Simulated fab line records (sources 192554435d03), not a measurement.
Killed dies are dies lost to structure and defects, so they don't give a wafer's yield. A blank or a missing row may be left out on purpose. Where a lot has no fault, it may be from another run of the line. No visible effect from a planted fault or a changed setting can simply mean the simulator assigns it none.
Which tool is to blame? / flow n5Finfet / Sampling: 9 lots, 27 wafers, 5 of 1938 route steps

## WHAT THE GAUGES READ, wafer by wafer
N5_BEOL_M4_RC_MEAS_101. Usual: DIBL_N 37.1 mV/V, standard deviation 2.4; DIBL_P 37 mV/V, standard deviation 3; IOFF_N 0.18 nA/um, standard deviation 0.053; IOFF_P 0.21 nA/um, standard deviation 0.05; ION_N 674 uA/um, standard deviation 14; ION_P 459 uA/um, standard deviation 9.2; SS_N 72.1 mV/dec, standard deviation 0.9; SS_P 73.4 mV/dec, standard deviation 0.89; VT_N 250 mV, standard deviation 3.8; VT_P -251 mV, standard deviation 3.7.
lot=L534; measured=day 8 11:45; on=prober-02; DIBL_N (mV/V)=39.7 38.3 39.1; DIBL_P (mV/V)=42 39 41; IOFF_N (nA/um)=0.23 0.19 0.21; IOFF_P (nA/um)=0.30 0.22 0.27; ION_N (uA/um)=684 667 673; ION_P (uA/um)=470 455 467; SS_N (mV/dec)=72.4 71.9 72.2; SS_P (mV/dec)=74.6 73.9 74.2; VT_N (mV)=245 249 245; VT_P (mV)=-248 -253 -248; flag=
lot=L535; measured=day 8 14:59; on=prober-01; DIBL_N (mV/V)=39.5 36.7 34.4; DIBL_P (mV/V)=40 37 33; IOFF_N (nA/um)=0.21 0.15 0.13; IOFF_P (nA/um)=0.29 0.22 0.17; ION_N (uA/um)=680 671 654; ION_P (uA/um)=466 461 450; SS_N (mV/dec)=72.7 71.6 71.9; SS_P (mV/dec)=74.0 73.3 71.9; VT_N (mV)=248 251 255; VT_P (mV)=-246 -251 -253; flag=
lot=L537; measured=day 9 13:48; on=prober-01; DIBL_N (mV/V)=37.7 36.7 37.9; DIBL_P (mV/V)=39 37 38; IOFF_N (nA/um)=0.20 0.19 0.20; IOFF_P (nA/um)=0.25 0.23 0.23; ION_N (uA/um)=688 681 664; ION_P (uA/um)=467 464 453; SS_N (mV/dec)=71.6 72.0 73.0; SS_P (mV/dec)=73.7 72.7 73.8; VT_N (mV)=248 245 247; VT_P (mV)=-248 -248 -248; flag=
lot=L539; measured=day 9 13:41; on=prober-02; DIBL_N (mV/V)=40.3 35.2 36.3; DIBL_P (mV/V)=37 35 36; IOFF_N (nA/um)=0.26 0.13 0.14; IOFF_P (nA/um)=0.19 0.16 0.17; ION_N (uA/um)=659 654 655; ION_P (uA/um)=447 445 441; SS_N (mV/dec)=74.5 70.6 71.5; SS_P (mV/dec)=73.1 73.0 72.5; VT_N (mV)=250 253 252; VT_P (mV)=-253 -254 -254; flag=
lot=L549; measured=day 12 13:16; on=prober-01; DIBL_N (mV/V)=43.0 35.4 36.9; DIBL_P (mV/V)=43 34 37; IOFF_N (nA/um)=0.32 0.14 0.16; IOFF_P (nA/um)=0.35 0.17 0.21; ION_N (uA/um)=698 654 661; ION_P (uA/um)=468 448 453; SS_N (mV/dec)=74.2 71.2 71.5; SS_P (mV/dec)=74.8 72.6 72.9; VT_N (mV)=246 253 252; VT_P (mV)=-242 -252 -252; flag=
lot=L550; measured=day 12 10:06; on=prober-02; DIBL_N (mV/V)=33.9 38.5 36.0; DIBL_P (mV/V)=31 38 35; IOFF_N (nA/um)=0.10 0.17 0.13; IOFF_P (nA/um)=0.14 0.21 0.18; ION_N (uA/um)=653 675 656; ION_P (uA/um)=449 463 453; SS_N (mV/dec)=70.6 72.5 71.1; SS_P (mV/dec)=72.0 74.2 72.5; VT_N (mV)=254 251 254; VT_P (mV)=-257 -249 -252; flag=
lot=L554; measured=day 13 00:14; on=prober-02; DIBL_N (mV/V)=41.6 35.2 39.3; DIBL_P (mV/V)=41 35 38; IOFF_N (nA/um)=0.28 0.14 0.24; IOFF_P (nA/um)=0.27 0.17 0.23; ION_N (uA/um)=683 651 682; ION_P (uA/um)=463 446 461; SS_N (mV/dec)=73.6 71.9 73.2; SS_P (mV/dec)=75.0 72.9 74.9; VT_N (mV)=243 255 247; VT_P (mV)=-248 -255 -251; flag=
lot=L555; measured=day 13 21:18; on=prober-02; DIBL_N (mV/V)=32.5 36.1 37.3; DIBL_P (mV/V)=33 37 39; IOFF_N (nA/um)=0.12 0.17 0.21; IOFF_P (nA/um)=0.14 0.18 0.22; ION_N (uA/um)=665 690 697; ION_P (uA/um)=453 459 464; SS_N (mV/dec)=71.2 71.7 72.5; SS_P (mV/dec)=72.1 72.8 74.6; VT_N (mV)=252 249 244; VT_P (mV)=-255 -255 -252; flag=
lot=L557; measured=day 14 00:27; on=prober-01; DIBL_N (mV/V)=34.9 37.6 37.8; DIBL_P (mV/V)=35 38 39; IOFF_N (nA/um)=0.13 0.16 0.19; IOFF_P (nA/um)=0.16 0.19 0.22; ION_N (uA/um)=662 662 681; ION_P (uA/um)=456 448 460; SS_N (mV/dec)=71.0 71.7 71.8; SS_P (mV/dec)=73.0 73.5 73.7; VT_N (mV)=254 254 249; VT_P (mV)=-253 -253 -252; flag=

## WHICH TOOL RAN EACH LOT (tool, then ch and the chambers of the sampled wafers, then the start)
lot=L534; N5_FIN_SAQP_ETCH_57=rieDiel-05 ch 1,2, day 2 02:05; N5_FIN_SAQP_RECESS_71=vaporEtch-02 ch 0,1, day 2 03:08; N5_FIN_SAQP_SPACER2_ALD_28=aldSin-03 ch 1,2,3, day 2 03:16; N5_FIN_SAQP_MANDREL2_REMOVE_60=rieSi-05 ch 1,2, day 2 04:00
lot=L535; N5_FIN_SAQP_ETCH_57=rieDiel-06 ch 0,2,3, day 2 06:55; N5_FIN_SAQP_RECESS_71=vaporEtch-02 ch 0,1, day 2 08:07; N5_FIN_SAQP_SPACER2_ALD_28=aldSin-03 ch 0,1,2, day 2 08:16; N5_FIN_SAQP_MANDREL2_REMOVE_60=rieSi-04 ch 1,2, day 2 08:52
lot=L537; N5_FIN_SAQP_ETCH_57=rieDiel-02 ch 1,2, day 2 18:31; N5_FIN_SAQP_RECESS_71=vaporEtch-01 ch 0,1, day 2 19:21; N5_FIN_SAQP_SPACER2_ALD_28=aldSin-01 ch 1,2,3, day 2 19:29; N5_FIN_SAQP_MANDREL2_REMOVE_60=rieSi-04 ch 0,2, day 2 19:54
lot=L539; N5_FIN_SAQP_ETCH_57=rieDiel-05 ch 1,2,3, day 3 06:29; N5_FIN_SAQP_RECESS_71=vaporEtch-01 ch 0,1, day 3 07:19; N5_FIN_SAQP_SPACER2_ALD_28=aldSin-01 ch 0,1,2, day 3 08:34; N5_FIN_SAQP_MANDREL2_REMOVE_60=rieSi-04 ch 2,3, day 3 08:59
lot=L549; N5_FIN_SAQP_ETCH_57=rieDiel-05 ch 0,3, day 5 17:44; N5_FIN_SAQP_RECESS_71=vaporEtch-02 ch 0,1, day 5 18:37; N5_FIN_SAQP_SPACER2_ALD_28=aldSin-03 ch 0,1, day 5 18:43; N5_FIN_SAQP_MANDREL2_REMOVE_60=rieSi-03 ch 1,2, day 5 19:08
lot=L550; N5_FIN_SAQP_ETCH_57=rieDiel-05 ch 0,1,3, day 5 23:49; N5_FIN_SAQP_RECESS_71=vaporEtch-02 ch 0,1, day 6 00:41; N5_FIN_SAQP_SPACER2_ALD_28=aldSin-03 ch 2,3, day 6 01:13; N5_FIN_SAQP_MANDREL2_REMOVE_60=rieSi-05 ch 0,2, day 6 01:37
lot=L554; N5_FIN_SAQP_ETCH_57=rieDiel-06 ch 1,2,3, day 7 00:07; N5_FIN_SAQP_RECESS_71=vaporEtch-02 ch 0,1, day 7 00:58; N5_FIN_SAQP_SPACER2_ALD_28=aldSin-02 ch 2,3, day 7 01:07; N5_FIN_SAQP_MANDREL2_REMOVE_60=rieSi-03 ch 0,1, day 7 01:32
lot=L555; N5_FIN_SAQP_ETCH_57=rieDiel-05 ch 0,2,3, day 7 06:41; N5_FIN_SAQP_RECESS_71=vaporEtch-02 ch 0, day 7 07:38; N5_FIN_SAQP_SPACER2_ALD_28=aldSin-02 ch 2,3, day 7 07:47; N5_FIN_SAQP_MANDREL2_REMOVE_60=rieSi-03 ch 0,3, day 7 08:13
lot=L557; N5_FIN_SAQP_ETCH_57=rieDiel-05 ch 0,1,2, day 7 18:29; N5_FIN_SAQP_RECESS_71=vaporEtch-01 ch 0,1, day 7 19:21; N5_FIN_SAQP_SPACER2_ALD_28=aldSin-02 ch 0,1,3, day 7 19:30; N5_FIN_SAQP_MANDREL2_REMOVE_60=rieSi-05 ch 1,2,3, day 7 20:01
- N5_FIN_SAQP_ETCH_57: etches SiNx in CH3F/O2, target depth 32.5 nm, time 46.4 s.
- N5_FIN_SAQP_RECESS_71: chemistry HF/NH3, target SiO2, target depth 3 nm, afs cycles 1, sublimation time 60 s.
- N5_FIN_SAQP_SPACER2_ALD_28: deposits SiO2, target thk 8.1 nm, pulse time 1 s, purge time 2 s.
- N5_FIN_SAQP_MANDREL2_REMOVE_60: chemistry HBr/Cl2/O2, target a-Si, stops on SiNx, bt time 10 s.

## AS READ BY THE TOOLS THEMSELVES (means over the sampled wafers that have a number; for cases with no such wafer, the mark the record gives instead)
N5_FIN_SAQP_ETCH_57. Usual: chamberPressureMTorr 30.000 mTorr, standard deviation 0.027; drypumpMotorCurrentA 5.6 A, standard deviation 0.54; etchRfOnTimeS 46.2 s, standard deviation 1.2; oesProductAu 0.67 a.u., standard deviation 0.072; rfVppV 296 V, standard deviation 6.7; showerheadPlenumPTorr 2.00 Torr, standard deviation 0.067; throttleValvePct 16.28 %, standard deviation 0.21.
lot=L534; tool=rieDiel-05; chamberPressureMTorr (mTorr)=30.014; drypumpMotorCurrentA (A)=5.8; etchRfOnTimeS (s)=47.4; oesProductAu (a.u.)=0.61; rfVppV (V)=290; showerheadPlenumPTorr (Torr)=1.97; throttleValvePct (%)=16.38; flag=
lot=L535; tool=rieDiel-06; chamberPressureMTorr (mTorr)=29.998; drypumpMotorCurrentA (A)=5.6; etchRfOnTimeS (s)=45.6; oesProductAu (a.u.)=0.68; rfVppV (V)=301; showerheadPlenumPTorr (Torr)=1.94; throttleValvePct (%)=16.20; flag=
lot=L537; tool=rieDiel-02; chamberPressureMTorr (mTorr)=30.006; drypumpMotorCurrentA (A)=5.1; etchRfOnTimeS (s)=45.8; oesProductAu (a.u.)=0.69; rfVppV (V)=302; showerheadPlenumPTorr (Torr)=2.05; throttleValvePct (%)=16.15; flag=
lot=L539; tool=rieDiel-05; chamberPressureMTorr (mTorr)=29.999; drypumpMotorCurrentA (A)=5.9; etchRfOnTimeS (s)=46.9; oesProductAu (a.u.)=0.60; rfVppV (V)=295; showerheadPlenumPTorr (Torr)=1.95; throttleValvePct (%)=16.48; flag=
lot=L549; tool=rieDiel-05; chamberPressureMTorr (mTorr)=29.980; drypumpMotorCurrentA (A)=5.6; etchRfOnTimeS (s)=46.0; oesProductAu (a.u.)=0.63; rfVppV (V)=300; showerheadPlenumPTorr (Torr)=1.94; throttleValvePct (%)=16.48; flag=
lot=L550; tool=rieDiel-05; chamberPressureMTorr (mTorr)=29.988; drypumpMotorCurrentA (A)=5.5; etchRfOnTimeS (s)=46.5; oesProductAu (a.u.)=0.63; rfVppV (V)=296; showerheadPlenumPTorr (Torr)=1.96; throttleValvePct (%)=16.40; flag=
lot=L554; tool=rieDiel-06; chamberPressureMTorr (mTorr)=29.995; drypumpMotorCurrentA (A)=5.9; etchRfOnTimeS (s)=45.2; oesProductAu (a.u.)=0.66; rfVppV (V)=295; showerheadPlenumPTorr (Torr)=2.05; throttleValvePct (%)=16.38; flag=
lot=L555; tool=rieDiel-05; chamberPressureMTorr (mTorr)=29.998; drypumpMotorCurrentA (A)=5.9; etchRfOnTimeS (s)=46.3; oesProductAu (a.u.)=0.75; rfVppV (V)=300; showerheadPlenumPTorr (Torr)=2.00; throttleValvePct (%)=16.20; flag=
lot=L557; tool=rieDiel-05; chamberPressureMTorr (mTorr)=29.992; drypumpMotorCurrentA (A)=5.8; etchRfOnTimeS (s)=45.8; oesProductAu (a.u.)=0.67; rfVppV (V)=295; showerheadPlenumPTorr (Torr)=2.01; throttleValvePct (%)=16.25; flag=

N5_FIN_SAQP_RECESS_71. Usual: drypumpMotorCurrentA reads 5.9 A (standard deviation 0.74).
lot=L534; tool=vaporEtch-02; drypumpMotorCurrentA (A)=6.2; flag=
lot=L535; tool=vaporEtch-02; drypumpMotorCurrentA (A)=6.2; flag=
lot=L537; tool=vaporEtch-01; drypumpMotorCurrentA (A)=5.8; flag=
lot=L539; tool=vaporEtch-01; drypumpMotorCurrentA (A)=5.4; flag=
lot=L549; tool=vaporEtch-02; drypumpMotorCurrentA (A)=5.8; flag=
lot=L550; tool=vaporEtch-02; drypumpMotorCurrentA (A)=5.8; flag=
lot=L554; tool=vaporEtch-02; drypumpMotorCurrentA (A)=5.8; flag=
lot=L555; tool=vaporEtch-02; drypumpMotorCurrentA (A)=5.3; flag=
lot=L557; tool=vaporEtch-01; drypumpMotorCurrentA (A)=5.8; flag=

N5_FIN_SAQP_SPACER2_ALD_28. Usual: heaterPowerW 476 W, standard deviation 39; precursorPulseHeightRel 1.000, standard deviation 0.021; susceptorTempC 300.01 C, standard deviation 0.2.
lot=L534; tool=aldSin-03; heaterPowerW (W)=488; precursorPulseHeightRel=0.992; susceptorTempC (C)=299.91; flag=
lot=L535; tool=aldSin-03; heaterPowerW (W)=459; precursorPulseHeightRel=0.979; susceptorTempC (C)=300.15; flag=
lot=L537; tool=aldSin-01; heaterPowerW (W)=494; precursorPulseHeightRel=1.000; susceptorTempC (C)=300.14; flag=
lot=L539; tool=aldSin-01; heaterPowerW (W)=494; precursorPulseHeightRel=1.005; susceptorTempC (C)=300.15; flag=
lot=L549; tool=aldSin-03; heaterPowerW (W)=478; precursorPulseHeightRel=0.998; susceptorTempC (C)=318.65; flag=OFF
lot=L550; tool=aldSin-03; heaterPowerW (W)=597; precursorPulseHeightRel=1.003; susceptorTempC (C)=318.65; flag=OFF
lot=L554; tool=aldSin-02; heaterPowerW (W)=465; precursorPulseHeightRel=0.996; susceptorTempC (C)=299.93; flag=
lot=L555; tool=aldSin-02; heaterPowerW (W)=463; precursorPulseHeightRel=1.012; susceptorTempC (C)=300.18; flag=
lot=L557; tool=aldSin-02; heaterPowerW (W)=459; precursorPulseHeightRel=1.008; susceptorTempC (C)=300.16; flag=

N5_FIN_SAQP_MANDREL2_REMOVE_60. Usual: chamberPressureMTorr 10.000 mTorr, standard deviation 0.0081; drypumpMotorCurrentA 5.5 A, standard deviation 0.47; oesProductAu 1.004 a.u., standard deviation 0.015; throttleValvePct 36.8 %, standard deviation 0.51.
lot=L534; tool=rieSi-05; chamberPressureMTorr (mTorr)=10.002; drypumpMotorCurrentA (A)=5.4; oesProductAu (a.u.)=1.011; throttleValvePct (%)=36.8; flag=
lot=L535; tool=rieSi-04; chamberPressureMTorr (mTorr)=9.999; drypumpMotorCurrentA (A)=6.2; oesProductAu (a.u.)=1.004; throttleValvePct (%)=36.8; flag=
lot=L537; tool=rieSi-04; chamberPressureMTorr (mTorr)=10.010; drypumpMotorCurrentA (A)=5.4; oesProductAu (a.u.)=1.008; throttleValvePct (%)=36.4; flag=
lot=L539; tool=rieSi-04; chamberPressureMTorr (mTorr)=10.001; drypumpMotorCurrentA (A)=5.3; oesProductAu (a.u.)=1.011; throttleValvePct (%)=36.6; flag=
lot=L549; tool=rieSi-03; chamberPressureMTorr (mTorr)=9.998; drypumpMotorCurrentA (A)=5.2; oesProductAu (a.u.)=1.011; throttleValvePct (%)=37.3; flag=
lot=L550; tool=rieSi-05; chamberPressureMTorr (mTorr)=10.001; drypumpMotorCurrentA (A)=5.6; oesProductAu (a.u.)=1.008; throttleValvePct (%)=36.3; flag=
lot=L554; tool=rieSi-03; chamberPressureMTorr (mTorr)=9.998; drypumpMotorCurrentA (A)=5.5; oesProductAu (a.u.)=0.996; throttleValvePct (%)=36.1; flag=
lot=L555; tool=rieSi-03; chamberPressureMTorr (mTorr)=10.000; drypumpMotorCurrentA (A)=5.9; oesProductAu (a.u.)=0.985; throttleValvePct (%)=36.6; flag=
lot=L557; tool=rieSi-05; chamberPressureMTorr (mTorr)=9.997; drypumpMotorCurrentA (A)=5.3; oesProductAu (a.u.)=1.001; throttleValvePct (%)=36.7; flag=

## THE ANSWER, worked out from the rows above alone
Rule: a lot counts as off when the mean over its wafers that have a number is more than 3 standard deviations away from the usual mean. Also off: a lot with no number at a reading for which 4 or more lots have one. All remaining lots with rows at the step are treated as sound. Order of review: gauges by route order, followed by the tools' own readings, for which a lot's mean as printed above is used. At the first step where some lot is off, the reading lying furthest off is the one used; lots without a number count as furthest.
Off: L549, L550 (N5_FIN_SAQP_SPACER2_ALD_28, susceptorTempC).
A tool fits if, at that step or a process step before it, it ran every lot that is off, and no sound lot after the first of them. One candidate fits, namely aldSin-03 at N5_FIN_SAQP_SPACER2_ALD_28. Its last sound lot is L535 (day 2 08:16), its first lot that is off L549 (day 5 18:43): a fault that began between those two fits.
The tool's own readings at N5_FIN_SAQP_SPACER2_ALD_28 bear it out: on the lots that are off they differ by more than 5 times the standard deviation of the sound lots' means. susceptorTempC reads 318.65 C there against 300.09 C on the sound lots.

## WHAT THE SIMULATOR HAD INSERTED
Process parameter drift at N5_FIN_SAQP_SPACER2_ALD_28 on aldSin-03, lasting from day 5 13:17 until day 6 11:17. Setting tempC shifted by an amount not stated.
Shown lots that were struck: L550, L549. Same finding as the rule above.
